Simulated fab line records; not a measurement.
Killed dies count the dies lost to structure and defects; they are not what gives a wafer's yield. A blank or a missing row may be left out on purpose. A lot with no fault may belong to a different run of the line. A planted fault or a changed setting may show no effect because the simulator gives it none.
Comparing a struck lot with a sound one -- flow n5-finfet -- 16 steps out of a route of 1938
Sound: these wafers, L689.4, L689.5, L689.6. Wafers L697.2, L697.3, L697.6 were the ones struck. The cause is given at the end.
Each step with rows lists, per side, the tool, then ch with its chambers, then its first start. Under that, the readings that differ: sound wafers -- struck wafers -- difference of the means -- sigmas: that difference in standard deviations of wafers without a fault.
alike: words and numbers the same on both sides, and readings whose means are apart by under 2 such deviations; not compared: readings that were withheld, readings missing a value for some wafer, numbers with overlapping values and no deviation given by the record, and bounds like >300 which may hide the same value.
The two part at a step that has a row with sigmas, a row that says differs or no value, or rows on one side only. Numbers that have no deviation but don't overlap get no sigmas and don't part them. A reading missing from all wafers of one side parts the sides only when that side holds two or more wafers.

first, 3 steps without rows for these wafers: N5_DUMMY_GATE_STRIP_38 (strips in N2/H2); N5_DUMMY_GATE_STRIP_39 (strips in N2/H2); N5_DUMMY_GATE_TRIM_49 (chemistry O2, time 29 s, target cd 14 nm).
N5_DUMMY_GATE_STRIP_40: strips in CF4.
  sound on rie-diel-05 ch 1,2,3, day 2 23:16; struck on rie-diel-05 ch 0,1,2, day 5 00:16
  alike: drypump-motor-current-A, oes-product-au, power-w, rf-vpp-V, showerhead-plenum-p-Torr, throttle-valve-pct
  not compared: rf-hours-counter-h
N5_DUMMY_GATE_CD_MEAS_50 targets a cd of 14 nm.
  sound on cd-sem-03, day 2 23:19; struck on cd-sem-03, day 5 00:19
  alike: cd-nm
then, 3 steps without rows for these wafers: N5_DUMMY_GATE_ETCH_31 (etches SiO2 in C4F6/O2, target depth 82.5 nm, time 27.5 s); N5_DUMMY_GATE_STRIP_41 (strips in O2); N5_DUMMY_GATE_HM_OPEN_21 (chemistry CH3F/O2, target SiNx, target depth 120 nm, time 171.4 s).
N5_DUMMY_GATE_ETCH_32: etches SiO2 in CF4, target depth 3.5 nm, time 3.9 s.
  sound on rie-si-01 ch 2,3, day 2 23:37; struck on rie-si-01 ch 0,1, day 5 00:38
  alike: bias-w, cf4-flow-sccm, drypump-motor-current-A, oes-product-au, throttle-valve-pct
  not compared: rf-hours-counter-h
N5_DUMMY_GATE_ETCH_23: etches poly-Si in HBr/Cl2/O2, target depth 41 nm, time 22.3 s.
  sound on rie-si-01 ch 2,3, day 2 23:38; struck on rie-si-01 ch 0,1, day 5 00:40
  alike: HBr_flow_sccm, O2_flow_sccm, drypump-motor-current-A, mfc-cl2-sccm, oes-product-au, throttle-valve-pct
  not compared: rf-hours-counter-h
N5_DUMMY_GATE_ETCH_44: etches poly-Si in HBr/O2, stops on SiO2, target depth 127.5 nm.
  sound on rie-si-01 ch 2,3, day 2 23:42; struck on rie-si-01 ch 0,1, day 5 00:43
  alike: HBr_flow_sccm, O2_flow_sccm, drypump-motor-current-A, oes-product-au, throttle-valve-pct
  not compared: rf-hours-counter-h
N5_DUMMY_GATE_CD_MEAS_24 targets a cd of 15 nm.
  sound on cd-sem-02, day 2 23:49; struck on cd-sem-02, day 5 00:50
  alike: cd-nm
N5_DUMMY_GATE_ETCH_42: etches SiO2 in CHF3/O2, target depth 3.5 nm, time 31 s.
  sound on rie-diel-06 ch 2,3, day 2 23:51; struck on rie-diel-01 ch 0,1, day 5 00:53
  no value came back on the struck wafers for any of 9 readings (CHF3_flow_sccm (sccm), O2_flow_sccm (sccm) and others); on the sound wafers CHF3_flow_sccm (sccm) reads 49.99 50.00 50.26
  not compared: rf-hours-counter-h
N5_DUMMY_GATE_STRIP_48: strips in N2/H2, time 20 s.
  sound on rie-diel-06 ch 2,3, day 2 23:54; struck on rie-diel-01 ch 0,1, day 5 00:56
  alike: drypump-motor-current-A, oes-product-au, rf-vpp-V, showerhead-plenum-p-Torr, throttle-valve-pct
  not compared: rf-hours-counter-h
-- a jump in the record: the struck wafers' starts before and after are 5 days apart (it breaks off in module DUMMY_GATE and resumes in module BEOL_M4, where the first step shown is number 1111 of the route) --
N5_BEOL_M4_RC_MEAS_101:
  sound on prober-01 ch 0, day 8 10:34; struck on prober-01 ch 0, day 10 03:54
  alike: DIBL_N, DIBL_P, IOFF_N, IOFF_P, ION_N, ION_P, SS_N, SS_P, VT_N, VT_P
-- here the record skips 4 days between the struck wafers' starts before and after, leaving off in module BEOL_M4 and picking up in module PASSIVATION (first step shown: number 1936 of the route) --
N5_PASSIVATION_PROBE_49:
  sound on prober-01, day 13 00:08; struck on prober-02, day 14 10:18
reading,sound,struck,difference,sigmas
defect-limited-yield (%),91.4 91.6 89.4,93.5 93.6 94.8,+3.2,+2
killed-dies,102 99 125,77 76 61,-37,-2
killed-short,36 35 50,27 22 19,-18,-2
sort_bin_5_function (%),4.9 5.6 6.2,4.3 3.3 2.8,-2.1,-2
sort-n-pass,1078 1081 1055,1103 1104 1119,+37,+2
sort-yield-pct (%),91.4 91.6 89.4,93.5 93.6 94.8,+3.2,+2
  alike: killed_at_M0_to_M3, killed_at_M4_up, killed-at-contacts, killed-at-front-end, killed-at-other, killed-open, sort_bin_6_memory

## WHERE THEY PART
Last at N5_PASSIVATION_PROBE_49 as far as this record goes, first at N5_DUMMY_GATE_ETCH_42.

WHY: what had been put in by the simulator
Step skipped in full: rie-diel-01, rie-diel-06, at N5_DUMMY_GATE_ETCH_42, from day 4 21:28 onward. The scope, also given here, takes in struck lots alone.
